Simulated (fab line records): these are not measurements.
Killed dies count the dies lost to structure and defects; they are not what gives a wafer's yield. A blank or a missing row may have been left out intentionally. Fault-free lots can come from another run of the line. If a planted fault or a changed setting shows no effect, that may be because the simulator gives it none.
The tool behind it: which one? || flow nand-harc || 12 lots with 36 wafers sampled at 2 steps, on a route of 1302 steps

WHAT THE GAUGES SHOWED, per wafer
NHARC_P_GATE_CD_MEAS_11: the cd target is 1640 nm.
{"lot": "L873", "measured": "day 4 16:37", "on": "cd-sem-01", "cd-nm (nm)": "1640.0 1644.5 1643.9"}
{"lot": "L874", "measured": "day 5 10:31", "on": "cd-sem-02", "cd-nm (nm)": "1642.6 1647.6 1646.0"}
{"lot": "L875", "measured": "day 5 10:40", "on": "cd-sem-01", "cd-nm (nm)": "1644.9 1639.9 1637.7"}
{"lot": "L877", "measured": "day 6 11:23", "on": "cd-sem-01", "cd-nm (nm)": "1638.8 1638.7 1643.4"}
{"lot": "L878", "measured": "day 7 04:59", "on": "cd-sem-03", "cd-nm (nm)": "1638.8 1640.0 1642.6"}
{"lot": "L879", "measured": "day 7 08:33", "on": "cd-sem-02", "cd-nm (nm)": "1641.2 1643.6 1643.8"}
{"lot": "L882", "measured": "day 8 12:11", "on": "cd-sem-01", "cd-nm (nm)": "1645.9 1644.9 1645.9"}
{"lot": "L889", "measured": "day 11 08:14", "on": "cd-sem-01", "cd-nm (nm)": "1643.6 1640.0 1641.6"}
{"lot": "L892", "measured": "day 12 20:01", "on": "cd-sem-03", "cd-nm (nm)": "1645.1 1646.2 1641.5"}
{"lot": "L893", "measured": "day 13 10:00", "on": "cd-sem-01", "cd-nm (nm)": "1644.8 1638.9 1643.9"}
{"lot": "L894", "measured": "day 13 14:46", "on": "cd-sem-03", "cd-nm (nm)": "1646.2 1639.1 1639.9"}
{"lot": "L895", "measured": "day 14 07:20", "on": "cd-sem-03", "cd-nm (nm)": "1642.3 1638.4 1644.0"}

WHAT TOOL EACH LOT RAN ON (gives the tool, then ch and the chambers of the sampled wafers, and finally the start)
{"lot": "L873", "NHARC_P_STI_ETCH_31": "rie-diel-09 ch 1,3, day 4 16:37 or earlier"}
{"lot": "L874", "NHARC_P_STI_ETCH_31": "rie-diel-06 ch 0,1, day 5 10:31 or earlier"}
{"lot": "L875", "NHARC_P_STI_ETCH_31": "rie-diel-11 ch 0,3, day 5 10:40 or earlier"}
{"lot": "L877", "NHARC_P_STI_ETCH_31": "rie-diel-09 ch 0,1, day 6 11:23 or earlier"}
{"lot": "L878", "NHARC_P_STI_ETCH_31": "rie-diel-11 ch 1,3, day 7 04:59 or earlier"}
{"lot": "L879", "NHARC_P_STI_ETCH_31": "rie-diel-06 ch 1,3, day 7 08:33 or earlier"}
{"lot": "L882", "NHARC_P_STI_ETCH_31": "rie-diel-11 ch 0,1, day 8 12:11 or earlier"}
{"lot": "L889", "NHARC_P_STI_ETCH_31": "rie-diel-06 ch 1,3, day 11 08:14 or earlier"}
{"lot": "L892", "NHARC_P_STI_ETCH_31": "rie-diel-09 ch 0,3, day 12 20:01 or earlier"}
{"lot": "L893", "NHARC_P_STI_ETCH_31": "rie-diel-06 ch 0,1, day 13 10:00 or earlier"}
{"lot": "L894", "NHARC_P_STI_ETCH_31": "rie-diel-09 ch 0,1,3, day 13 14:46 or earlier"}
{"lot": "L895", "NHARC_P_STI_ETCH_31": "rie-diel-09 ch 0,2,3, day 14 07:20 or earlier"}
- NHARC_P_STI_ETCH_31: etches the open film in CF4/CHF3, target depth 108.9 nm, time 54.5 s.

AS READ BY THE TOOLS THEMSELVES (means over the sampled wafers that have a number; for cases with no such wafer, the mark the record gives instead)
NHARC_P_STI_ETCH_31.
{"lot": "L873", "tool": "rie-diel-09", "drypump-motor-current-A (A)": 5.1, "oes-product-au (a.u.)": 0.977, "rf-fwd-power-W (W)": 493.4, "rf-vpp-V (V)": 373.6, "showerhead-plenum-p-Torr (Torr)": 1.67, "throttle-valve-pct (%)": 16.812}
{"lot": "L874", "tool": "rie-diel-06", "drypump-motor-current-A (A)": 5.7, "oes-product-au (a.u.)": 0.961, "rf-fwd-power-W (W)": 494.4, "rf-vpp-V (V)": 372.2, "showerhead-plenum-p-Torr (Torr)": 1.61, "throttle-valve-pct (%)": 16.807}
{"lot": "L875", "tool": "rie-diel-11", "drypump-motor-current-A (A)": 5.5, "oes-product-au (a.u.)": 0.977, "rf-fwd-power-W (W)": 492.7, "rf-vpp-V (V)": 369.8, "showerhead-plenum-p-Torr (Torr)": 1.54, "throttle-valve-pct (%)": 16.793}
{"lot": "L877", "tool": "rie-diel-09", "drypump-motor-current-A (A)": 5.0, "oes-product-au (a.u.)": 0.952, "rf-fwd-power-W (W)": 493.8, "rf-vpp-V (V)": 371.8, "showerhead-plenum-p-Torr (Torr)": 1.62, "throttle-valve-pct (%)": 16.797}
{"lot": "L878", "tool": "rie-diel-11", "drypump-motor-current-A (A)": 6.1, "oes-product-au (a.u.)": 0.969, "rf-fwd-power-W (W)": 493.2, "rf-vpp-V (V)": 372.9, "showerhead-plenum-p-Torr (Torr)": 1.64, "throttle-valve-pct (%)": 16.813}
{"lot": "L879", "tool": "rie-diel-06", "drypump-motor-current-A (A)": 5.8, "oes-product-au (a.u.)": 0.966, "rf-fwd-power-W (W)": 496.2, "rf-vpp-V (V)": 370.2, "showerhead-plenum-p-Torr (Torr)": 1.59, "throttle-valve-pct (%)": 16.803}
{"lot": "L882", "tool": "rie-diel-11", "drypump-motor-current-A (A)": 5.8, "oes-product-au (a.u.)": 0.962, "rf-fwd-power-W (W)": 494.9, "rf-vpp-V (V)": 373.0, "showerhead-plenum-p-Torr (Torr)": 1.63, "throttle-valve-pct (%)": 16.796}
{"lot": "L889", "tool": "rie-diel-06", "drypump-motor-current-A (A)": 5.8, "oes-product-au (a.u.)": 0.937, "rf-fwd-power-W (W)": 495.1, "rf-vpp-V (V)": 370.9, "showerhead-plenum-p-Torr (Torr)": 1.59, "throttle-valve-pct (%)": 16.805}
{"lot": "L892", "tool": "rie-diel-09", "drypump-motor-current-A (A)": 5.4, "oes-product-au (a.u.)": 0.976, "rf-fwd-power-W (W)": 494.6, "rf-vpp-V (V)": 372.2, "showerhead-plenum-p-Torr (Torr)": 1.62, "throttle-valve-pct (%)": 16.803}
{"lot": "L893", "tool": "rie-diel-06", "drypump-motor-current-A (A)": 5.7, "oes-product-au (a.u.)": 0.966, "rf-fwd-power-W (W)": 496.3, "rf-vpp-V (V)": 371.9, "showerhead-plenum-p-Torr (Torr)": 1.61, "throttle-valve-pct (%)": 16.804}
{"lot": "L894", "tool": "rie-diel-09", "drypump-motor-current-A (A)": 5.2, "oes-product-au (a.u.)": 0.979, "rf-fwd-power-W (W)": 493.3, "rf-vpp-V (V)": 372.4, "showerhead-plenum-p-Torr (Torr)": 1.62, "throttle-valve-pct (%)": 16.802}
{"lot": "L895", "tool": "rie-diel-09", "drypump-motor-current-A (A)": 5.4, "oes-product-au (a.u.)": 0.945, "rf-fwd-power-W (W)": 495.0, "rf-vpp-V (V)": 370.1, "showerhead-plenum-p-Torr (Torr)": 1.57, "throttle-valve-pct (%)": 16.800}

THE ANSWER, worked out from the rows above alone
Rule: usual is defined by the lots themselves. The widest of any qualifying gaps counts: lots, ordered by their means at a reading, are off when they make up no more than a third of the lots, leave a main group of 4 or more, and stand apart from it by 3 or more times the standard deviation of that group's means. A main group is skipped when, at the precision printed for the reading in the tables above, its means are all equal. A lot without any number at a reading at which 4 lots or more have one is off too. The other lots that the step has rows for count as sound. The gauges are gone through in route order, then the tools' own readings, and for those a lot's mean is taken as printed above. The first step at which some lot is off is used, and at that step the reading that is off furthest; a lot without a number counts as furthest.
None of the lots is off at any reading shown; this tells nothing.

WHAT THE SIMULATOR HAD PUT IN
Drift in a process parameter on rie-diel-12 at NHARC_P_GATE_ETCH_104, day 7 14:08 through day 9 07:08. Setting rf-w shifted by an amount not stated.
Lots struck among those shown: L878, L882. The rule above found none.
